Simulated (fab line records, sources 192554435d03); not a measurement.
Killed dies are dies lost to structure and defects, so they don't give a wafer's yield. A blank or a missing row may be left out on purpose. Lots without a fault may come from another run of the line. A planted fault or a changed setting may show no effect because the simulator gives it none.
Split-lot experiment | flow n5_finfet | 7 lots, 21 wafers read, on a route of 1938 steps

THE SPLIT
At N5_BEOL_M5_ETCH_41 (etches SiCN in CH3F/O2, target depth 31.5 nm, time 56.7 s), the setting source_w was moved away from the recipe's 395 W on 9 of the 21 wafers read, by -15.1% to +16.7%. The other wafers ran this setting at the recipe's value.

The reading is taken at the split's own step.

THE READING
rf_vpp_V, in V, at N5_BEOL_M5_ETCH_41 (etches SiCN in CH3F/O2, target depth 31.5 nm, time 56.7 s). Fault-free wafers of this fab line usually give 296.8 V, standard deviation 1.8 V.

wafer  | tool, chamber at the split | source_w as run, W | against the recipe | rf_vpp_V, V | against lot-mates on the recipe
L075.2 | rie_diel-02, 2             | 395                | recipe             | 297.5       | -
L075.4 | rie_diel-02, 0             | 395                | recipe             | 299.3       | -
L075.6 | rie_diel-02, 1             | 438.1              | +10.9%             | 286.9       | -11.5
L078.2 | rie_diel-04, 0             | 395                | recipe             | 298.2       | -
L078.4 | rie_diel-04, 3             | 461.1              | +16.7%             | 282.2       | -16.0
L078.6 | rie_diel-04, 3             | 461.1              | +16.7%             | 282.5       | -15.7
L080.3 | rie_diel-06, 1             | 395                | recipe             | 294.6       | -
L080.4 | rie_diel-06, 0             | 395                | recipe             | 296.3       | -
L080.6 | rie_diel-06, 3             | 395                | recipe             | 295.9       | -
L076.3 | rie_diel-06, 2             | 395                | recipe             | 296.2       | -
L076.4 | rie_diel-06, 3             | 395                | recipe             | 295.4       | -
L076.6 | rie_diel-06, 3             | 335.3              | -15.1%             | 311.1       | +15.3
L090.2 | rie_diel-06, 2             | 346.4              | -12.3%             | 311.5       | +15.5
L090.3 | rie_diel-06, 0             | 395                | recipe             | 295.7       | -
L090.6 | rie_diel-06, 1             | 395                | recipe             | 296.4       | -
L091.2 | rie_diel-04, 3             | 395                | recipe             | 296.8       | -
L091.3 | rie_diel-04, 1             | 432.8              | +9.6%              | 291.7       | -5.1
L091.5 | rie_diel-04, 3             | 432.8              | +9.6%              | 288.2       | -8.6
L088.2 | rie_diel-06, 0             | 460.3              | +16.5%             | 281.8       | -13.0
L088.5 | rie_diel-06, 1             | 460.3              | +16.5%             | 279.6       | -15.2
L088.6 | rie_diel-06, 3             | 395                | recipe             | 294.8       | -

THE FIT
A straight line over all 21 wafers: rf_vpp_V changes by -0.931 V for each +1% of source_w; r = -0.98; the points scatter about the line by 1.7 V.
The same after taking each lot's own level away (the mean of its wafers on the recipe; 21 wafers): -0.958 V for each +1%; r = -0.99; scatter 1.4 V.
On that fit, the largest move of source_w shifts the reading by 16 V.
The lots' own levels span 294.80 to 298.40 V, that is 2.0 times the standard deviation above.
So the lot-to-lot level changes the slope little: the two slopes agree.
Check: with one of the wafers moved furthest among these (+16.7%) left out of the fit, the line predicts -15.4 V for it against its lot-mates. It came out at -16 V against them.
Tool readings at the split's step, against how far the setting was moved: rf_vpp_V r = -0.98.

OTHER SPLITS ON THESE WAFERS
These wafers also went through other splits before the reading. Each is held against what the fit with the lots' levels taken away leaves over:
other split on the same wafers   | wafers away from the commonest value | r with rf_vpp_V (lot level and that fit taken away)
N5_BEOL_M3_TRENCH_ETCH_37 time_s | 9                                    | -0.36
N5_BEOL_M4_TRENCH_ETCH_37 time_s | 7                                    | -0.14
N5_BEOL_M5_COAT_71 spin_rpm      | 4                                    | -0.02
N5_BEOL_M5_TRENCH_ETCH_37 bias_w | 9                                    | -0.17

THE FILE'S OWN FIT
rf_vpp_V changes by -0.971 V for each +1% of source_w, r = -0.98.
